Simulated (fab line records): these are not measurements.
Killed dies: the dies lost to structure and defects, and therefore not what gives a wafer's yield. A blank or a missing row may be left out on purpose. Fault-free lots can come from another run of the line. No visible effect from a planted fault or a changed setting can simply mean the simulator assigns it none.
Chamber matching    flow n5Finfet    N5_BEOL_M8_ETCH_61 on rieDiel-01 has 4 sister chambers
The step etches SiARC in CF4, target depth 45.5 nm, time 75.8 s. 7 wafers are shown with their chamber, then 7 later ones without.

WAFERS, EACH WITH ITS CHAMBER
wafer   chamber  drypumpMotorCurrentA (A)  showerheadPlenumPTorr (Torr)
L079.4  2        5.4                       2.19
L079.6  0        6.2                       2.05
L081.2  3        5.1                       1.95
L085.4  1        6.5                       2.08
L085.6  0        6.2                       2.04
L086.2  3        5.1                       1.95
L086.4  1        6.4                       2.08

WAFERS WHOSE CHAMBER IS MISSING
wafer   drypumpMotorCurrentA (A)  showerheadPlenumPTorr (Torr)
L086.5  6.2                       2.04
L089.2  5.1                       1.94
L089.3  6.3                       2.04
L089.5  6.2                       2.04
L097.1  6.4                       2.08
L097.5  5.4                       2.18
L097.6  5.1                       1.94

THE CHAMBER EACH PASSED THROUGH
wafer   from the rows above  in truth
L086.5  0                    0
L089.2  3                    3
L089.3  0                    0
L089.5  0                    0
L097.1  1                    1
L097.5  2                    2
L097.6  3                    3
Placed correctly: 7 of 7. Can't be placed from these rows: 0. Placed wrongly: 0.
How it was worked out, from the rows above alone: a wafer's distance from a chamber is the root of the sum, over the readings, of the square of ((its reading less the chamber's mean) divided by the reading's scatter). The wafer belongs to the nearest chamber; if the next one is less than 2 further off, it can't be placed. For every chamber, the mean is computed from those of its wafers that are shown. The scatter is the square root of a quotient: the sum, over the shown wafers, of each reading's squared deviation from its chamber's mean, divided by wafers minus chambers.
